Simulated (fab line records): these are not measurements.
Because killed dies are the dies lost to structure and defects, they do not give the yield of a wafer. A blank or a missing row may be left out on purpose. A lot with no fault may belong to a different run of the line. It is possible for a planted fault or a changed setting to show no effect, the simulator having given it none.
Chamber matching ; flow nand-harc ; NHARC_P_GATE_ETCH_32 on rie-si-02 has 4 sister chambers
The step etches the open film in HBr/Cl2, target depth 150 nm, time 100.1 s. 4 wafers are shown with their chamber, then 7 later ones without.

WAFERS PAIRED WITH THEIR CHAMBERS
wafer;chamber;oes-product-au (a.u.)
L389.6;1;0.991
L397.5;3;0.999
L398.1;2;1.000
L398.4;0;1.005

WAFERS WITHOUT THEIR CHAMBER
wafer;oes-product-au (a.u.)
L398.6;0.999
L404.2;0.999
L404.3;0.997
L404.6;0.988
L405.3;0.992
L405.5;0.996
L405.6;0.996

EACH ONE'S CHAMBER
wafer;from the rows above;in truth
L398.6;can't be placed: 3 or 2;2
L404.2;can't be placed: 3 or 2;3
L404.3;can't be placed: 3 or 2 or 1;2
L404.6;1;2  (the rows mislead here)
L405.3;1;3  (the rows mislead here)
L405.5;can't be placed: 3 or 2 or 1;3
L405.6;can't be placed: 3 or 2 or 1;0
Correct placement for 0 of the 7. These rows do not allow placing 5 (true chamber among the candidates in 4). Wrongly placed: 2.
How it was worked out, from the rows above alone: a wafer's distance from a chamber is the root of the sum, over the readings, of the square of ((its reading less the chamber's mean) divided by the reading's scatter). The wafer belongs to the nearest chamber; if the next one is less than 2 further off, it can't be placed. For every chamber, the mean is computed from those of its wafers that are shown. The scatter: with one shown wafer a chamber, the root of the mean of the squares of how far each hidden wafer lies from its nearest shown one.
